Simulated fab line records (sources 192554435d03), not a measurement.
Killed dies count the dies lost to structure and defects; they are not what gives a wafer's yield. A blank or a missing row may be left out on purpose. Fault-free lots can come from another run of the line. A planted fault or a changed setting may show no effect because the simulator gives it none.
A lot that was struck, set against a sound lot + flow n5-finfet + 15 out of 1938 route steps
Sound: wafers L292.1, L292.5, L292.6. Struck: wafer L295.2 (L295.5, L295.6, from the same lot, were not struck and are left out); the cause is given at the end.
Per side, at each step with rows, come the tool, then ch with its chambers, and then its first start. Under that, the readings that differ: sound wafers + struck wafers + difference of the means + sigmas: that difference in standard deviations of wafers without a fault.
alike: words and numbers the same on both sides, and readings whose means are apart by under 2 such deviations; not compared: readings that were withheld, readings missing a value for some wafer, numbers with overlapping values and no deviation given by the record, and bounds like >300 which may hide the same value.
Wherever a step has rows on one side only, a row that says differs or no value, or a row with sigmas, the two part there. Numbers that have no deviation but don't overlap get no sigmas and don't part them. Lack of a reading on every wafer of one side parts them only where that side has two or more wafers.

first, 8 steps without rows for these wafers: N5_BEOL_M10_COAT_59 (time 60 s, resist thk 100 nm); N5_BEOL_M10_COAT_60 (time 60 s, resist thk 30 nm); N5_BEOL_M10_COAT_05 (resist thk 90 nm); N5_BEOL_M10_EBR_07; N5_BEOL_M10_SOFTBAKE_06 (time 60 s); N5_BEOL_M10_EXPOSE_08 (exposes mask M10); N5_BEOL_M10_PEB_09 (peb time 60 s); N5_BEOL_M10_DEVELOP_10 (develop time 30 s).
N5_BEOL_M10_CD_MEAS_11: the cd target is 64.1 nm.
  sound on cd-sem-01 ch 0, day 11 20:35; struck on cd-sem-01 ch 0, day 12 20:30
  alike: cd-nm
N5_BEOL_M10_OVL_MEAS_12:
  sound on overlay-01 ch 0, day 11 20:37; struck on overlay-01 ch 0, day 12 20:32
  alike: M10_OVL
N5_BEOL_M10_INSPECT_13: inspects for defects (brightfield).
  sound on defect-inspect-01, day 11 20:38; struck on defect-inspect-01, day 12 20:33
  alike: raw-defect-count
N5_BEOL_M10_DESCUM_16: chemistry O2, time 7.9 s.
  sound on rie-diel-03 ch 0,1, day 11 20:56; struck on rie-diel-03 ch 2, day 12 20:37
| reading                | sound             | struck | difference | sigmas |
|------------------------|-------------------|--------|------------|--------|
| throttle-valve-pct (%) | 20.01 20.46 20.03 | 20.65  | +0.48      | +2     |
  alike: drypump-motor-current-A, oes-product-au, rf-vpp-V, showerhead-plenum-p-Torr
  not compared: rf-hours-counter-h
N5_BEOL_M10_ETCH_61: etches SiARC in CF4, target depth 39 nm, time 65 s.
  sound on rie-diel-03 ch 0,1, day 11 20:58; struck on rie-diel-03 ch 2, day 12 20:38
| reading               | sound             | struck | difference | sigmas |
|-----------------------|-------------------|--------|------------|--------|
| etch-rf-on-time-s (s) | 65.0 65.9 64.8    | 81.8   | +16.6      | +13    |
| rf-vpp-V (V)          | 184.6 185.2 183.4 | 181.1  | -3.3       | -3     |
  alike: cf4-flow-sccm, drypump-motor-current-A, oes-product-au, showerhead-plenum-p-Torr, throttle-valve-pct
  not compared: rf-hours-counter-h
N5_BEOL_M10_ETCH_62: etches SOC in N2/H2, target depth 110 nm, overetch 22 nm, time 165 s.
  sound on rie-diel-03 ch 0,1, day 11 21:01; struck on rie-diel-03 ch 2, day 12 20:41
  alike: drypump-motor-current-A, oes-product-au, rf-vpp-V, showerhead-plenum-p-Torr, throttle-valve-pct
  not compared: rf-hours-counter-h
then, 1 step without rows for these wafers: N5_PASSIVATION_PROBE_49.

## WHERE THEY PART
First at N5_BEOL_M10_DESCUM_16; last, within this record, at N5_BEOL_M10_ETCH_61. Later steps at which nothing parts them and some readings are alike: N5_BEOL_M10_ETCH_62.

WHY: the cause the simulator had injected
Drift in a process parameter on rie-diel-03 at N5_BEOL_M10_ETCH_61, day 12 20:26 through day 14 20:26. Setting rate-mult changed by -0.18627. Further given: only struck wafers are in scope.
